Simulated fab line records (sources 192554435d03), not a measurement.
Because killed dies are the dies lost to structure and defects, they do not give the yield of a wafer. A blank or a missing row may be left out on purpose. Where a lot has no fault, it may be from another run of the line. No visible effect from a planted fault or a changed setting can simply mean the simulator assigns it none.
fab line records ; flow n5-finfet ; part 2 of 2: steps 13 to 23 of 23
record: lots: 5; wafers: 15; last-day: 19
route steps=1938 shown BEOL_M0_CUTY@711 BEOL_M0@715
lots with no fault: from the same line, run without faults
start-h: the number of hours between the record's first day and the start of the first shown wafer of the lot ; wait-h: hours from the lot's prior step to this one ; " repeats the value in the row above ; L1.1+2: a single row standing in for several wafers ; - value missing, or start not given ; * or withheld: withheld ; < > ~ a bound
route shown NAME@n: NAME is a module with steps in the file, n the number in the route of the first one ; usual: the fault-free wafers' mean and standard deviation ; same: alike in all rows ; chamber/n: place in a boat ; sites: readings site by site ; _std_site: the values' standard deviation ; _edge_site: the outer-site mean with the inner-site mean subtracted ; radius-mm: for every site, how far away it sits from the centre of the wafer ; mask NAME#n: copy n ; behind: the last tool/chamber to shape the wafer ; hold: cause of the lot's hold/its duration in hours/its outcome ; device: whichever transistor did not switch (one of n, p or np) ; end of line: the route-end tests of the same wafers ; where a step has no rows: the recipe by itself ; killed: dies lost to structure and defects at the first sort, not the wafer's yield ; map: shows each die of a wafer: x if killed, . if not, _ if none is there
set.NAME: setting as actually run; set.NAME@STEP: the setting as run at that earlier step ; model.NAME: the simulator's own value behind a step, which no gauge read
a table for each step, a row for each wafer; lots at some steps of the route
services: the hour from which a tool's chamber was out of use, counted from the record's first day as start-h (under 0 if before that day), plus the number of hours and why
== steps ==
step: N5_BEOL_M0_OCD_MEAS_108
usual: trench-depth-nm: 32.8/1
lot.wafer;tool;chamber;start-h;wait-h;trench-depth-nm
L076.2;ocd-01;-;142.43;0.1;33.3
L076.3;ocd-01;-;142.43;0.1;31.7
L076.4;ocd-01;-;142.43;0.1;31.3
L079.4;ocd-01;-;156.74;0.0;32.6
L079.5;ocd-01;-;156.74;0.0;33.7
L079.6;ocd-01;-;156.74;0.0;32.1
L094.3;ocd-01;-;238.46;0.1;32.4
L094.4;ocd-01;-;238.46;0.1;33.2
L094.6;ocd-01;-;238.46;0.1;33.6
L095.2;ocd-01;-;244.96;0.1;33.1
L095.3;ocd-01;-;244.96;0.1;32.4
L095.4;ocd-01;-;244.96;0.1;32.7
L096.1;ocd-02;-;252.23;0.1;34.2
L096.2;ocd-02;-;252.23;0.1;32.8
L096.4;ocd-02;-;252.23;0.1;31.0
step: N5_BEOL_M0_HM_STRIP_129
recipe: chemistry: peroxide-tin-strip; material: TiN; target-depth-a: 170; temp-c: 50; time-s: 108
usual: bath-heat-duty-pct: 7.0/0.87
lot.wafer;tool;chamber;start-h;wait-h;bath-heat-duty-pct
L076.2;wet-bench-04;6;142.46;0.0;5.9
L076.3;wet-bench-04;7;142.46;0.0;7.5
L076.4;wet-bench-04;2;142.46;0.0;8.3
L079.4;wet-bench-06;3;156.77;0.0;6.8
L079.5;wet-bench-06;6;156.77;0.0;6.2
L079.6;wet-bench-06;1;156.77;0.0;7.1
L094.3;wet-bench-04;6;238.49;0.0;5.3
L094.4;wet-bench-04;2;238.49;0.0;8.7
L094.6;wet-bench-04;1;238.49;0.0;6.9
L095.2;wet-bench-04;3;244.99;0.0;6.8
L095.3;wet-bench-04;0;244.99;0.0;7.1
L095.4;wet-bench-04;4;244.99;0.0;7.3
L096.1;wet-bench-03;3;252.26;0.0;7.9
L096.2;wet-bench-03;6;252.26;0.0;6.5
L096.4;wet-bench-03;4;252.26;0.0;7.3
step: N5_BEOL_M0_SRD_130
recipe: time-s: 30; temp-c: 23; rinse-liquid: diw; dry: ipa-marangoni
usual: bath-heat-duty-pct: 3.6/0.54
lot.wafer;tool;chamber;start-h;wait-h;bath-heat-duty-pct
L076.2;wet-bench-04;6;142.50;0.0;3.5
L076.3;wet-bench-04;7;142.50;0.0;4.0
L076.4;wet-bench-04;2;142.50;0.0;4.3
L079.4;wet-bench-06;3;156.80;0.0;3.7
L079.5;wet-bench-06;6;156.80;0.0;2.9
L079.6;wet-bench-06;1;156.80;0.0;3.4
L094.3;wet-bench-04;6;238.52;0.0;2.8
L094.4;wet-bench-04;2;238.52;0.0;4.6
L094.6;wet-bench-04;1;238.52;0.0;3.4
L095.2;wet-bench-04;3;245.02;0.0;3.8
L095.3;wet-bench-04;0;245.02;0.0;3.1
L095.4;wet-bench-04;4;245.02;0.0;3.3
L096.1;wet-bench-03;3;252.29;0.0;3.4
L096.2;wet-bench-03;6;252.29;0.0;3.7
L096.4;wet-bench-03;4;252.29;0.0;3.0
step: N5_BEOL_M0_ETCH_109
recipe: chemistry: CH3F/O2; target-depth-a: 80; overetch-a: 24; target: SiCN; time-s: 27.4; ion-energy-ev: 120; pressure-mtorr: 30; source-w: 395; bias-w: 75; Ar_flow_sccm: 150; CH3F_flow_sccm: 30; O2_flow_sccm: 20
usual: drypump-motor-current-A: 5.5/0.44; mfc-ar-sccm: 150.0/0.44; oes-product-au: 0.67/0.075; rf-vpp-V: 297.6/1.5; showerhead-plenum-p-Torr: 2.01/0.063; throttle-valve-pct: 16.33/0.23
lot.wafer;tool;chamber;start-h;wait-h;drypump-motor-current-A;mfc-ar-sccm;oes-product-au;rf-hours-counter-h;rf-vpp-V;showerhead-plenum-p-Torr;throttle-valve-pct
L076.2;rie-diel-04;3;142.54;0.0;6.0;149.7;0.84;3;298.2;2.03;16.17
L076.3;rie-diel-04;0;142.54;0.0;5.8;149.8;0.60;201;299.8;2.06;16.25
L076.4;rie-diel-04;1;142.54;0.0;5.7;150.1;0.65;-;297.6;2.01;16.55
L079.4;rie-diel-02;0;157.08;0.3;6.3;149.3;0.70;-;296.8;2.03;16.51
L079.5;rie-diel-02;2;157.08;0.3;5.3;149.6;0.66;-;300.5;2.09;16.08
L079.6;rie-diel-02;1;157.08;0.3;5.5;149.8;0.61;-;296.8;1.98;16.70
L094.3;rie-diel-03;2;238.57;0.0;5.2;150.0;0.61;203;296.3;1.90;16.64
L094.4;rie-diel-03;3;238.57;0.0;4.9;150.1;0.78;28;300.0;2.13;16.09
L094.6;rie-diel-03;3;238.57;0.0;4.8;150.3;0.75;-;300.9;2.13;16.09
L095.2;rie-diel-02;0;245.07;0.0;6.3;149.2;0.68;103;298.5;2.02;16.57
L095.3;rie-diel-02;1;245.07;0.0;5.4;151.0;0.83;10;296.2;1.97;16.30
L095.4;rie-diel-02;2;245.07;0.0;5.2;148.9;0.64;147;298.9;2.08;16.14
L096.1;rie-diel-04;0;252.45;0.1;5.8;150.4;0.59;236;299.1;2.05;16.30
L096.2;rie-diel-04;1;252.45;0.1;5.7;149.9;0.63;203;298.1;2.00;16.60
L096.4;rie-diel-04;3;252.45;0.1;6.0;150.3;0.75;-;297.8;2.02;16.23
step: N5_BEOL_M0_STRIP_139
recipe: chemistry: post-etch-residue-remover; time-s: 60; temp-c: 25; remover-ph: withheld; remover-water-wt-pct: withheld; remover-fluoride-wt-pct: withheld
lot.wafer;tool;chamber;start-h;wait-h
L076.2+3+4;wet-bench-04;0,1,4;142.65;0.1
L079.4+5+6;wet-bench-04;5,0,6;157.15;0.0
L094.3+4+6;wet-bench-04;6,7,1;238.67;0.1
L095.2+3+4;wet-bench-03;5,2,1;245.18;0.1
L096.1+2+4;wet-bench-04;3,1,7;252.58;0.1
step: N5_BEOL_M0_SRD_111
recipe: time-s: 30; temp-c: 23; rinse-liquid: diw; dry: ipa-marangoni
usual: bath-heat-duty-pct: 3.6/0.52
lot.wafer;tool;chamber;start-h;wait-h;bath-heat-duty-pct
L076.2;wet-bench-04;0;142.67;0.0;3.6
L076.3;wet-bench-04;1;142.67;0.0;3.3
L076.4;wet-bench-04;4;142.67;0.0;2.7
L079.4;wet-bench-04;5;157.16;0.0;3.3
L079.5;wet-bench-04;0;157.16;0.0;3.6
L079.6;wet-bench-04;6;157.16;0.0;2.9
L094.3;wet-bench-04;6;238.69;0.0;3.2
L094.4;wet-bench-04;7;238.69;0.0;4.3
L094.6;wet-bench-04;1;238.69;0.0;4.0
L095.2;wet-bench-03;5;245.20;0.0;3.5
L095.3;wet-bench-03;2;245.20;0.0;2.8
L095.4;wet-bench-03;1;245.20;0.0;3.7
L096.1;wet-bench-04;3;252.60;0.0;3.8
L096.2;wet-bench-04;1;252.60;0.0;3.1
L096.4;wet-bench-04;7;252.60;0.0;4.0
step: N5_BEOL_M0_DEGAS_112
recipe: ambient: vacuum; temp-c: 250; time-s: 60
usual: heater-power-w: 345/33
lot.wafer;tool;chamber;start-h;wait-h;heater-power-w
L076.2;pvd-sputter-03;-;142.73;0.0;369
L076.3;pvd-sputter-03;-;142.73;0.0;344
L076.4;pvd-sputter-03;-;142.73;0.0;338
L079.4;pvd-sputter-02;-;157.54;0.4;301
L079.5;pvd-sputter-02;-;157.54;0.4;323
L079.6;pvd-sputter-02;-;157.54;0.4;370
L094.3;pvd-sputter-01;-;239.23;0.5;421
L094.4;pvd-sputter-01;-;239.23;0.5;346
L094.6;pvd-sputter-01;-;239.23;0.5;430
L095.2;pvd-sputter-03;-;245.50;0.3;335
L095.3;pvd-sputter-03;-;245.50;0.3;371
L095.4;pvd-sputter-03;-;245.50;0.3;345
L096.1;pvd-sputter-03;-;253.02;0.4;362
L096.2;pvd-sputter-03;-;253.02;0.4;335
L096.4;pvd-sputter-03;-;253.02;0.4;303
step: N5_BEOL_M0_PRE_CLEAN_113
recipe: gas: H2/He; time-s: 30; temp-c: 250
usual: heater-power-w: 345/33
lot.wafer;tool;chamber;start-h;wait-h;heater-power-w
L076.2;pvd-sputter-03;-;142.77;0.0;364
L076.3;pvd-sputter-03;-;142.77;0.0;337
L076.4;pvd-sputter-03;-;142.77;0.0;347
L079.4;pvd-sputter-02;-;157.58;0.0;301
L079.5;pvd-sputter-02;-;157.58;0.0;323
L079.6;pvd-sputter-02;-;157.58;0.0;377
L094.3;pvd-sputter-01;-;239.27;0.0;415
L094.4;pvd-sputter-01;-;239.27;0.0;334
L094.6;pvd-sputter-01;-;239.27;0.0;432
L095.2;pvd-sputter-03;-;245.54;0.0;347
L095.3;pvd-sputter-03;-;245.54;0.0;368
L095.4;pvd-sputter-03;-;245.54;0.0;347
L096.1;pvd-sputter-03;-;253.06;0.0;353
L096.2;pvd-sputter-03;-;253.06;0.0;343
L096.4;pvd-sputter-03;-;253.06;0.0;306
step: N5_BEOL_M0_ALD_136
recipe: material: TaN; target-thk-a: *; temp-c: 275; ald-precursor-family: PDMAT; ald-co-reactant: NH3; pressure-torr: 3; carrier-flow-sccm: 1500; pulse-time-s: 2; purge-time-s: 3; co-reactant-purge-time-s: 2; co-reactant-pulse-time-s: 3; ald-cycles: 30; precursor-vessel-temp-c: 75; precursor-vessel-pressure-torr: 26.25; precursor-vessel-carrier-sccm: 1000
usual: heater-power-w: 416/32
lot.wafer;tool;chamber;start-h;wait-h;heater-power-w
L076.2;ald-metal-01;0;142.86;0.1;423
L076.3;ald-metal-01;1;142.86;0.1;443
L076.4;ald-metal-01;2;142.86;0.1;456
L079.4;ald-metal-01;0;157.62;0.0;427
L079.5;ald-metal-01;1;157.62;0.0;457
L079.6;ald-metal-01;2;157.62;0.0;461
L094.3;ald-metal-01;2;239.34;0.1;456
L094.4;ald-metal-01;3;239.34;0.1;408
L094.6;ald-metal-01;1;239.34;0.1;445
L095.2;ald-metal-03;2;245.64;0.1;406
L095.3;ald-metal-03;3;245.64;0.1;373
L095.4;ald-metal-03;0;245.64;0.1;432
L096.1;ald-metal-03;0;253.24;0.2;415
L096.2;ald-metal-03;2;253.24;0.2;397
L096.4;ald-metal-03;3;253.24;0.2;371
step: N5_BEOL_M0_SURFACE_TREAT_137
recipe: gas: Ar; time-s: *; ion-energy-ev: *; ion-current-ma-cm2: 0.5; pressure-mtorr: *; ar-flow-sccm: 30
usual: ar-flow-sccm: 30.00/0.092; throttle-valve-pct: *
lot.wafer;tool;chamber;start-h;wait-h;ar-flow-sccm;throttle-valve-pct
L076.2;pvd-sputter-02;-;143.19;0.2;30.13;*
L076.3;pvd-sputter-02;-;143.19;0.2;30.08;*
L076.4;pvd-sputter-02;-;143.19;0.2;29.81;*
L079.4;pvd-sputter-02;-;157.88;0.2;30.11;*
L079.5;pvd-sputter-02;-;157.88;0.2;29.99;*
L079.6;pvd-sputter-02;-;157.88;0.2;29.85;*
L094.3;pvd-sputter-02;-;239.82;0.4;30.03;*
L094.4;pvd-sputter-02;-;239.82;0.4;29.98;*
L094.6;pvd-sputter-02;-;239.82;0.4;29.98;*
L095.2;pvd-sputter-03;-;245.90;0.2;29.82;*
L095.3;pvd-sputter-03;-;245.90;0.2;29.83;*
L095.4;pvd-sputter-03;-;245.90;0.2;30.05;*
L096.1;pvd-sputter-01;-;253.51;0.2;29.94;*
L096.2;pvd-sputter-01;-;253.51;0.2;30.03;*
L096.4;pvd-sputter-01;-;253.51;0.2;30.06;*
step: N5_BEOL_M0_CVD_115
recipe: material: Co; target-thk-a: *; temp-c: withheld; precursor: CCTBA/H2; pressure-torr: 30; time-s: 120
lot.wafer;tool;chamber;start-h;wait-h
L076.2+3+4;cvd-co-02;0,2,0;143.48;0.3
L079.4+5+6;cvd-co-02;1,0,2;158.02;0.1
L094.3+4+6;cvd-co-02;1,0,1;240.11;0.3
L095.2+3+4;cvd-co-02;1,0,1;245.98;0.1
L096.1+2+4;cvd-co-02;0,1,0;253.65;0.1
== services ==
tool;chamber;start-h;hours;kind
rie-diel-04;3;118.34;-;clean
rie-diel-04;3;118.34;-;consumable-replace:focus-ring
rie-diel-04;3;118.34;17.5;scheduled-down
rie-diel-04;3;118.34;17.5;vent-cycle
ald-metal-01;-;118.89;1.0;repair
rie-diel-03;3;134.34;-;clean
rie-diel-03;3;134.34;-;consumable-replace:focus-ring
rie-diel-03;3;134.34;-;consumable-replace:showerhead
rie-diel-03;3;134.34;23.1;scheduled-down
rie-diel-03;3;134.34;23.1;vent-cycle
rie-diel-04;2;135.83;-;clean
rie-diel-04;2;135.83;-;consumable-replace:focus-ring
rie-metal-02;-;144.65;0.8;repair
rie-diel-04;0;148.13;4.3;repair
pvd-sputter-01;-;155.00;1.1;repair
pvd-sputter-01;-;161.50;48.4;repair
ald-metal-03;1;165.73;9.0;repair
cvd-co-02;-;193.08;4.3;pm
rie-diel-03;0;201.11;2.7;repair
rie-metal-02;-;204.99;0.6;repair
ald-metal-01;-;209.19;8.7;pm
rie-metal-01;-;219.62;2.8;pm
rie-diel-04;2;244.17;16.4;repair
ald-metal-01;-;249.05;6.0;pm
